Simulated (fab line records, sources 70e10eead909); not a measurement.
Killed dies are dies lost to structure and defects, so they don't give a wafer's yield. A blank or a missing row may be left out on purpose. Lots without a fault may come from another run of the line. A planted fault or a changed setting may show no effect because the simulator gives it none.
fab line records | flow nand_harc
record lots=14 wafers=42 last_day=33
route steps=1302 shown A_STAIRCASE@670
lots that met no fault: from a run of the same line without faults
start_h: hours from the record's first day to the start of the lot's first wafer shown | wait_h: hours since the lot's step before | " the same as in the row above | L1.1+2: a row that stands for several wafers | - no value, or no start given | * or withheld: withheld | < > ~ a bound
route shown NAME@n: a module of which the file shows steps, and the number in the route of the first | usual: mean/standard deviation of fault-free wafers | same: alike in all rows | chamber/n: place in a boat | sites: the reading at each site | _std_site: their standard deviation | _edge_site: outer sites' mean less inner sites' | radius_mm: how far each site lies from the wafer's centre | mask NAME#n: copy n | behind: the tool/chamber that last shaped the wafer | hold: why the lot was held/for how many hours/how that ended | device: the transistor (n, p or np) that didn't switch | end of line: the same wafers' tests at the end of the route | a step without rows: its recipe alone | killed: dies lost to structure and defects at the first sort, not the wafer's yield | map: a wafer's dies, x killed, . not, _ none there
set.NAME: the setting as run; set.NAME@STEP: as run at that earlier step | model.NAME: the simulator's own value behind a step, which no gauge read
steps of the route over a sample of lots; a table a step, a row a wafer
services: from which hour (start_h, from the record's first day; less than 0 if before it) a tool's chamber was out of use, for how many hours, and why
## steps
# step NHARC_A_STAIRCASE_TRIM_14
# recipe time_s=211.2 o2_flow_sccm=500 ar_flow_sccm=0 bias_w=0 chemistry=O2
# usual drypump_motor_current_A=5.8/0.62 oes_product_au=1.003/0.012 rf_vpp_V=57.8/0.95 showerhead_plenum_p_Torr=3.56/0.14 throttle_valve_pct=17.037/0.0093
# same bias_w=0
# columns lot.wafer tool chamber start_h wait_h drypump_motor_current_A oes_product_au rf_hours_counter_h rf_vpp_V showerhead_plenum_p_Torr throttle_valve_pct
L739.4 rie_diel-04 2 - - 5.0 1.007 57 56.6 3.56 17.048
L739.2 " 3 " " 5.6 1.023 60 56.2 3.67 17.021
L739.6 " 1 " " 5.9 1.017 - 56.8 3.65 17.029
L738.1 rie_diel-02 0 - - 6.7 0.989 43 58.4 3.78 17.039
L738.3 " 2 " " 6.1 1.013 43 58.4 3.72 17.035
L738.6 " 3 " " 6.7 1.023 - 56.7 3.52 17.039
L740.6 rie_diel-13 2 - - 4.9 1.013 - 58.5 3.37 17.034
L740.4 " 0 " " 5.3 1.004 - 58.1 3.52 17.036
L740.5 " 1 " " 6.5 0.987 - 56.8 3.77 17.051
L742.3 rie_diel-04 1 - - 5.9 1.007 11 58.2 3.65 17.054
L742.1 " 0 " " 5.9 1.001 10 58.0 3.62 17.042
L742.5 " 2 " " 5.0 1.018 - 57.9 3.55 17.033
L743.1 rie_diel-13 3 - - 6.0 0.976 13 57.2 3.51 17.045
L743.3 " 1 " " 6.5 0.994 17 59.5 3.77 17.033
L743.5 " 0 " " 5.3 0.993 - 56.0 3.52 17.029
L744.4 rie_diel-13 0 - - 5.3 1.008 20 56.9 3.52 17.044
L744.6 " 2 " " 4.9 1.024 - 58.3 3.37 17.028
L744.5 " 3 " " 6.0 1.000 - 58.6 3.51 17.037
L746.1 rie_diel-13 1 - - 6.5 0.989 25 58.3 3.76 17.030
L746.5 " 0 " " 5.3 0.987 - 60.2 3.51 17.038
L746.4 " 3 " " 6.0 0.985 - 58.4 3.51 17.037
L749.2 rie_diel-04 1 - - 5.8 0.999 41 56.8 3.63 17.026
L749.3 " 3 " " 5.6 1.010 33 58.0 3.65 17.036
L749.6 " 1 " " 5.9 1.003 - 58.1 3.63 17.035
L751.1 rie_diel-04 0 - - 5.9 1.016 42 58.7 3.60 17.040
L751.6 " 2 " " 5.0 1.012 - 58.2 3.54 17.034
L751.5 " 3 " " 5.6 1.008 - 58.2 3.65 17.028
L753.2 rie_diel-13 0 - - 5.4 1.004 46 57.5 3.50 17.031
L753.4 " 2 " " 4.9 1.025 48 57.6 3.35 17.031
L753.5 " 3 " " 6.0 0.986 - 57.1 3.49 17.042
L757.2 rie_diel-13 2 - - 4.9 1.008 4 55.5 3.35 17.033
L757.4 " 3 " " 6.0 0.985 4 57.3 3.49 17.041
L757.6 " 2 " " 4.9 1.002 - 56.6 3.35 17.035
L758.3 rie_diel-13 3 - - 6.1 0.987 9 58.0 3.49 17.038
L758.2 " 2 " " 4.9 0.996 9 55.1 3.34 17.037
L758.5 " 0 " " 5.3 1.008 - 57.0 3.49 17.024
L760.3 rie_diel-04 2 - - 5.0 1.013 14 59.1 3.53 17.052
L760.2 " 0 " " 5.9 1.028 12 57.5 3.58 17.046
L760.5 " 2 " " 5.0 1.016 - 57.2 3.53 17.034
L759.4 rie_diel-13 0 - - 5.3 1.001 14 56.4 3.49 17.059
L759.3 " 1 " " 6.5 1.006 13 58.8 3.74 17.034
L759.5 " 1 " " 6.6 1.014 - 58.2 3.74 17.023
# step NHARC_A_STAIRCASE_TRIM_26
# recipe time_s=211.2 o2_flow_sccm=500 ar_flow_sccm=0 bias_w=0 chemistry=O2
# usual drypump_motor_current_A=5.8/0.58 oes_product_au=1.004/0.011 rf_vpp_V=58.0/0.92 showerhead_plenum_p_Torr=3.57/0.13 throttle_valve_pct=17.035/0.0089
# same bias_w=0
# columns lot.wafer tool chamber start_h wait_h drypump_motor_current_A oes_product_au rf_hours_counter_h rf_vpp_V showerhead_plenum_p_Torr throttle_valve_pct
L739.4 rie_diel-04 3 - - 5.6 1.007 62 58.0 3.67 17.029
L739.2 " 1 " " 5.9 1.001 54 58.2 3.65 17.055
L739.6 " 0 " " 5.9 1.011 - 57.6 3.63 17.030
L738.3 rie_diel-02 0 - - 6.6 0.997 44 57.3 3.78 17.026
L738.1 " 1 " " 6.6 0.979 52 58.0 3.34 17.018
L738.6 " 0 " " 6.6 1.004 - 57.9 3.78 17.031
L740.6 rie_diel-13 0 - - 5.3 1.022 - 58.9 3.52 17.037
L740.4 " 1 " " 6.5 1.001 - 57.8 3.77 17.027
L740.5 " 2 " " 4.9 1.013 - 57.6 3.37 17.045
L742.1 rie_diel-04 0 - - 5.9 1.007 11 58.8 3.62 17.023
L742.3 " 1 " " 5.9 0.993 12 59.2 3.65 17.033
L742.5 " 3 " " 5.6 1.002 - 58.5 3.66 17.025
L743.3 rie_diel-04 3 - - 5.6 1.008 15 58.3 3.66 17.037
L743.1 " 1 " " 5.9 1.002 19 58.5 3.64 17.038
L743.5 " 0 " " 5.9 0.997 - 56.9 3.61 17.030
L744.4 rie_diel-13 1 - - 6.5 0.993 20 58.1 3.77 17.025
L744.5 " 2 " " 4.9 1.021 - 57.7 3.37 17.034
L744.6 " 3 " " 6.1 0.991 - 58.5 3.51 17.058
L746.1 rie_diel-13 0 - - 5.3 1.001 26 58.7 3.51 17.034
L746.5 " 1 " " 6.5 1.005 - 59.8 3.76 17.036
L746.4 " 3 " " 6.0 0.987 - 57.5 3.51 17.051
L749.2 rie_diel-13 0 - - 5.4 1.002 37 56.9 3.51 17.031
L749.3 " 1 " " 6.5 0.991 39 59.0 3.76 17.023
L749.6 " 2 " " 4.9 1.024 - 57.7 3.36 17.026
L751.1 rie_diel-04 0 - - 5.9 1.010 43 57.4 3.60 17.031
L751.5 " 0 " " 5.9 1.025 - 57.6 3.60 17.028
L751.6 " 1 " " 5.9 0.993 - 57.2 3.63 17.023
L753.4 rie_diel-13 2 - - 4.9 1.029 48 58.5 3.35 17.043
L753.2 " 0 " " 5.3 1.006 47 58.1 3.50 17.042
L753.5 " 3 " " 6.0 0.999 - 56.8 3.49 17.044
L757.4 rie_diel-13 3 - - 6.1 0.981 4 57.2 3.49 17.031
L757.2 " 0 " " 5.4 0.998 4 59.5 3.49 17.009
L757.6 " 0 " " 5.3 1.007 - 56.9 3.49 17.026
L758.2 rie_diel-13 3 - - 6.0 0.980 10 57.7 3.48 17.038
L758.3 " 0 " " 5.3 1.010 10 58.1 3.49 17.039
L758.5 " 0 " " 5.3 1.009 - 58.5 3.49 17.024
L759.3 rie_diel-13 0 - - 5.3 0.997 15 58.2 3.49 17.040
L759.4 " 3 " " 6.0 0.982 17 58.5 3.48 17.030
L759.5 " 1 " " 6.5 1.008 - 57.6 3.74 17.044
L760.2 rie_diel-04 2 - - 5.0 1.011 17 56.6 3.53 17.038
L760.3 " 0 " " 5.9 1.024 13 57.5 3.58 17.045
L760.5 " 2 " " 5.0 1.009 - 57.9 3.53 17.033
# step NHARC_A_STAIRCASE_DEVELOP_183
# recipe time_s=140
# usual chill_plate_temp_C=23.02/0.097 exhaust_pa=44.9/0.95
# columns lot.wafer tool chamber start_h wait_h chill_plate_temp_C exhaust_pa
L739.2 litho_track-07 0 354 - 23.14 45.0
L739.4 " 0 " " 22.90 45.2
L739.6 " 0 " " 23.01 43.8
L738.1 litho_track-02 0 357 - 23.08 43.1
L738.3 " 0 " " 23.13 43.7
L738.6 " 0 " " 23.00 42.8
L740.4 litho_track-07 0 372 - 22.99 45.3
L740.5 " 0 " " 22.92 45.3
L740.6 " 0 " " 23.09 43.9
L742.1 litho_track-02 0 401 - 23.02 44.7
L742.3 " 0 " " 22.98 45.1
L742.5 " 0 " " 22.85 45.6
L743.1 litho_track-02 0 415 - 23.08 45.1
L743.3 " 0 " " 23.00 45.3
L743.5 " 0 " " 23.08 44.7
L744.4 litho_track-02 0 415 - 23.10 42.7
L744.5 " 0 " " 22.98 43.7
L744.6 " 0 " " 22.98 44.0
L746.1 litho_track-03 0 437 - 22.99 43.6
L746.4 " 0 " " 23.03 44.5
L746.5 " 0 " " 23.02 45.9
L749.2 litho_track-03 0 470 - 23.18 45.1
L749.3 " 0 " " 23.10 44.7
L749.6 " 0 " " 23.05 45.2
L751.1 litho_track-07 - 477 - - -
L751.5 " - " " - -
L751.6 " - " " - -
L753.2 litho_track-07 - 501 - - -
L753.4 " - " " - -
L753.5 " - " " - -
L757.2 litho_track-07 0 541 - 23.15 44.6
L757.4 " 0 " " 23.01 44.4
L757.6 " 0 " " 22.99 43.4
L758.2 litho_track-02 0 560 - 23.06 46.5
L758.3 " 0 " " 22.98 44.7
L758.5 " 0 " " 23.02 45.6
L760.2 litho_track-03 0 577 - 23.02 45.1
L760.3 " 0 " " 22.89 46.5
L760.5 " 0 " " 23.10 46.4
L759.3 litho_track-03 0 579 - 22.88 44.2
L759.4 " 0 " " 22.96 44.1
L759.5 " 0 " " 22.94 45.1
# step NHARC_A_STAIRCASE_DESCUM_186
# recipe time_s=3 o2_flow_sccm=200 ar_flow_sccm=0 bias_power_w=0 chemistry=O2
# usual drypump_motor_current_A=5.8/0.61 oes_product_au=1.003/0.013 rf_vpp_V=57.9/0.91 showerhead_plenum_p_Torr=1.93/0.077 throttle_valve_pct=11.310/0.009
# columns lot.wafer tool chamber start_h wait_h drypump_motor_current_A oes_product_au rf_hours_counter_h rf_vpp_V showerhead_plenum_p_Torr throttle_valve_pct
L739.2 rie_diel-13 3 354.42 - 6.1 0.992 0 57.4 1.91 11.302
L739.4 " 0 " " 5.3 1.004 1 56.9 1.91 11.308
L739.6 " 2 " " 4.9 1.012 - 57.6 1.83 11.333
L738.3 rie_diel-02 3 357.53 - 6.7 1.017 34 57.0 1.91 11.305
L738.1 " 0 " " 6.6 0.998 45 59.4 2.06 11.317
L738.6 " 0 " " 6.6 0.991 - 57.9 2.06 11.318
L740.4 rie_diel-13 2 372.72 - 4.9 1.015 - 58.1 1.82 11.301
L740.6 " 0 " " 5.4 1.000 - 57.3 1.91 11.309
L740.5 " 1 " " 6.5 0.994 - 57.8 2.06 11.321
L742.3 rie_diel-04 2 402.19 - 5.0 1.016 11 57.9 1.93 11.311
L742.1 " 3 " " 5.6 1.001 11 57.5 1.99 11.312
L742.5 " 2 " " 5.0 1.009 - 57.7 1.93 11.326
L743.3 rie_diel-04 1 415.75 - 5.8 0.993 21 57.6 1.98 11.314
L743.1 " 2 " " 5.0 0.999 16 57.4 1.93 11.317
L743.5 " 2 " " 5.0 1.025 - 56.4 1.93 11.323
L744.4 rie_diel-13 1 416.14 - 6.5 0.989 21 57.3 2.05 11.301
L744.6 " 3 " " 6.0 0.979 - 58.8 1.90 11.313
L744.5 " 0 " " 5.3 1.001 - 59.2 1.91 11.307
L746.4 rie_diel-02 0 437.59 - 6.7 1.009 9 58.7 2.05 11.311
L746.1 " 2 " " 6.0 0.993 1 58.4 2.02 11.301
L746.5 " 3 " " 6.7 1.016 - 57.7 1.90 11.320
L749.2 rie_diel-13 1 471.15 - 6.5 0.983 39 57.6 2.05 11.316
L749.3 " 0 " " 5.3 1.004 37 57.7 1.90 11.305
L749.6 " 1 " " 6.5 0.992 - 58.3 2.05 11.314
L751.1 rie_diel-13 0 477.93 - 5.3 1.003 40 57.5 1.90 11.315
L751.6 " 2 " " 4.9 1.004 - 54.6 1.81 11.298
L751.5 " 3 " " 6.0 0.998 - 57.5 1.90 11.310
L753.2 rie_diel-13 0 502.05 - 5.3 1.009 47 58.9 1.90 11.318
L753.4 " 1 " " 6.5 1.002 49 59.2 2.04 11.312
L753.5 " 0 " " 5.3 1.010 - 57.4 1.90 11.282
L757.2 rie_diel-13 0 541.40 - 5.3 0.997 4 56.6 1.89 11.300
L757.4 " 1 " " 6.5 0.985 4 58.6 2.04 11.308
L757.6 " 3 " " 6.0 0.979 - 56.9 1.89 11.293
L758.2 rie_diel-04 1 560.62 - 5.8 1.018 8 57.9 1.96 11.303
L758.3 " 2 " " 5.0 1.017 9 58.0 1.91 11.305
L758.5 " 1 " " 5.9 1.034 - 56.9 1.96 11.313
L760.3 rie_diel-13 2 578.09 - 4.9 0.992 17 56.4 1.80 11.328
L760.2 " 0 " " 5.3 0.999 17 57.4 1.89 11.305
L760.5 " 3 " " 6.0 0.985 - 58.4 1.89 11.319
L759.4 rie_diel-13 3 579.38 - 6.1 0.985 20 57.8 1.89 11.307
L759.3 " 0 " " 5.3 0.992 17 59.1 1.89 11.314
L759.5 " 0 " " 5.3 0.993 - 58.5 1.89 11.293
## services
# columns tool chamber start_h hours kind
rie_diel-13 - 342.12 9.0 pm
rie_diel-13 0 342.12 9.0 vent_cycle
rie_diel-13 1 342.12 9.0 vent_cycle
rie_diel-13 2 342.12 9.0 vent_cycle
rie_diel-13 3 342.12 9.0 vent_cycle
rie_diel-13 0 351.12 - clean
rie_diel-13 1 351.12 - clean
rie_diel-04 - 355.03 9.0 pm
rie_diel-13 3 367.40 20.9 repair
rie_diel-04 2 368.63 3.7 repair
rie_diel-13 2 377.01 6.5 repair
rie_diel-04 3 385.98 1.7 repair
rie_diel-02 2 395.21 33.8 repair
rie_diel-02 - 396.42 9.0 pm
litho_track-02 - 402.00 7.0 pm
rie_diel-02 3 405.54 8.1 repair
rie_diel-13 2 418.27 18.2 repair
litho_track-07 - 426.00 7.0 pm
rie_diel-04 2 440.61 33.2 repair
litho_track-03 - 450.00 7.0 pm
rie_diel-04 - 532.03 9.0 pm
rie_diel-13 2 547.64 2.1 repair
rie_diel-02 - 573.48 9.0 pm
litho_track-02 - 577.00 7.0 pm
## key
first_sign step=NHARC_A_STAIRCASE_DEVELOP_183 reading=tool_record direction=missing
effect none on later readings
met_at NHARC_A_STAIRCASE_DEVELOP_183
struck_lots L751,L753
later_rows_left_out L751.1,L751.5,L751.6,L753.2,L753.4,L753.5
sort_left_out L751.1,L751.5,L751.6,L753.2,L753.4,L753.5
tester_left_out L751,L753
not_acting_at NHARC_A_STAIRCASE_TRIM_14,NHARC_A_STAIRCASE_TRIM_26,NHARC_A_STAIRCASE_DESCUM_186
fault kind=skipped_step_whole tool=litho_track-07 chamber=- onset_h=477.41 steps=NHARC_A_STAIRCASE_DEVELOP_183 scope=struck_lots_only
# tester_left_out: of these lots the tester's yield and bins aren't shown, on N5 and GAA mostly nor the transistor test; their killed dies are dies lost to structure and defects alone, not to doping, threshold or leakage, so they don't give the yield
# sort_left_out: the simulated sort isn't trusted on such a fault, so these wafers' sort isn't shown, and their yield isn't known
# later_rows_left_out: the simulator's readings of these wafers behind a module that went badly wrong aren't trusted and aren't shown, but for the sort
